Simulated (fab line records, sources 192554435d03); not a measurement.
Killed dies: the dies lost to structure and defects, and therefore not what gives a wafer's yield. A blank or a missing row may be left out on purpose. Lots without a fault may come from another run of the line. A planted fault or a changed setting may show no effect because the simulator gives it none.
Struck lot and sound lot, side by side / flow n5Finfet / 14 steps out of a route of 1938
Sound: wafers L681.1, L681.2, L681.6. Wafers L699.2, L699.4, L699.6 were the ones struck. The cause is named last.
At each step with rows: each side's tool, then ch and its chambers, then its first start. Under that, the readings that differ: sound wafers / struck wafers / difference of the means / sigmas: that difference in standard deviations of wafers without a fault.
alike: same words and numbers on both sides, and readings whose means sit less than 2 such deviations apart. not compared: any withheld reading, any reading some wafer has no value for, any bound like >300 that may hide the same value, and any number with overlapping values for which the record gives no deviation.
Wherever a step has rows on one side only, a row that says differs or no value, or a row with sigmas, the two part there. When numbers do not overlap yet have no deviation, they are printed without sigmas and do not part them. A reading that every wafer of one side lacks parts them only if that side has two wafers or more.

first, 3 steps without rows for these wafers: N5_BEOL_M5_EXPOSE_25 (exposes mask V4, defocus 10 nm); N5_BEOL_M5_PEB_26 (peb time 60 s); N5_BEOL_M5_DEVELOP_27 (develop time 30 s).
N5_BEOL_M5_CD_MEAS_28: target cd 30.6 nm, target cd y 20 nm.
  sound on cdSem-03 ch 0, day 8 16:47; struck on cdSem-01 ch 0, day 13 16:14
  alike: cdNm
N5_BEOL_M5_OVL_MEAS_29:
  sound on overlay-02 ch 0, day 8 16:49; struck on overlay-01 ch 0, day 13 16:16
  alike: V4_OVL
N5_BEOL_M5_INSPECT_30: inspects for defects (brightfield).
  sound on defectInspect-02, day 8 16:53; struck on defectInspect-02, day 13 16:19
  alike: rawDefectCount
N5_BEOL_M5_DESCUM_33: chemistry O2, time 7 s.
  sound on rieDiel-01 ch 0,2, day 8 16:55; struck on rieDiel-05 ch 0,1,2, day 13 16:28
reading=rfVppV (V); sound=242.3 242.3 240.6; struck=244.6 243.6 246.4; difference=+3.1; sigmas=+2
reading=showerheadPlenumPTorr (Torr); sound=1.98 2.06 1.98; struck=2.24 2.07 2.21; difference=+0.17; sigmas=+2
  alike: drypumpMotorCurrentA, oesProductAu, throttleValvePct
  not compared: rfHoursCounterH
N5_BEOL_M5_ETCH_75: etches underlayer in N2/H2, target depth 6.5 nm, time 5.2 s.
  sound on rieDiel-01 ch 0,2, day 8 16:57; struck on rieDiel-05 ch 0,1,2, day 13 16:30
reading=showerheadPlenumPTorr (Torr); sound=2.41 2.48 2.41; struck=2.70 2.51 2.71; difference=+0.21; sigmas=+2
  alike: drypumpMotorCurrentA, etchRfOnTimeS, oesProductAu, rfFwdPowerW, rfVppV, throttleValvePct
  not compared: rfHoursCounterH
N5_BEOL_M5_ETCH_67: etches SiARC in CF4, target depth 15.6 nm, time 26 s.
  sound on rieDiel-01 ch 0,2, day 8 16:58; struck on rieDiel-05 ch 0,1,2, day 13 16:31
reading=rfVppV (V); sound=181.7 181.8 182.0; struck=187.0 183.4 185.9; difference=+3.6; sigmas=+3
reading=showerheadPlenumPTorr (Torr); sound=2.04 2.09 2.04; struck=2.28 2.13 2.27; difference=+0.17; sigmas=+2
  alike: drypumpMotorCurrentA, etchRfOnTimeS, oesProductAu, rfFwdPowerW, throttleValvePct
  not compared: rfHoursCounterH
N5_BEOL_M5_ETCH_68: etches SOC in N2/H2, target depth 80 nm, overetch 16 nm, time 120 s.
  sound on rieDiel-01 ch 0,2, day 8 16:59; struck on rieDiel-05 ch 0,1,2, day 13 16:33
reading=showerheadPlenumPTorr (Torr); sound=2.41 2.48 2.41; struck=2.70 2.51 2.71; difference=+0.21; sigmas=+2
  alike: drypumpMotorCurrentA, oesProductAu, rfFwdPowerW, rfVppV, throttleValvePct
  not compared: rfHoursCounterH
then, 2 steps without rows for these wafers: N5_BEOL_M5_STRIP_69 (strips in N2/H2); N5_BEOL_M5_STRIP_76 (strips in N2/H2).
N5_BEOL_M5_VIA_ETCH_34: etches SiCOH lowk in C4F6/O2, target depth 88.3 nm, time 39.2 s.
  sound on rieDiel-01 ch 0,2, day 8 17:06; struck on rieDiel-05 ch 0,1,2, day 13 16:39
reading=oes_f_703_au (a.u.); sound=0.70 0.95 0.70; struck=1.22 0.95 1.16; difference=+0.33; sigmas=+4
reading=oes_o_777_au (a.u.); sound=0.70 0.97 0.70; struck=1.17 0.92 1.12; difference=+0.28; sigmas=+3
reading=rfFwdPowerW (W); sound=339.3 340.5 337.4; struck=423.5 424.4 425.2; difference=+85.3; sigmas=+47
reading=rfVppV (V); sound=665 671 665; struck=617 591 594; difference=-66; sigmas=-6
reading=model.etch.depthNm (nm); sound=88.13 89.95 88.22; struck=101.5 96.04 97.85; difference=+9.7; sigmas=
reading=model.SOC_of_BEOL_M5_COAT_65.thkNm (nm); sound=56 55.8 56; struck=55.4 55.6 55.4; difference=-0.5; sigmas=
  alike: drypumpMotorCurrentA, oesProductAu, showerheadPlenumPTorr, throttleValvePct
  not compared: rfHoursCounterH
then, 1 step without rows for these wafers: N5_BEOL_M5_STRIP_85 (strips in C4F6/O2).

## WHERE THEY PART
Last at N5_BEOL_M5_VIA_ETCH_34 as far as this record goes, first at N5_BEOL_M5_DESCUM_33.

WHY: the cause the simulator had injected
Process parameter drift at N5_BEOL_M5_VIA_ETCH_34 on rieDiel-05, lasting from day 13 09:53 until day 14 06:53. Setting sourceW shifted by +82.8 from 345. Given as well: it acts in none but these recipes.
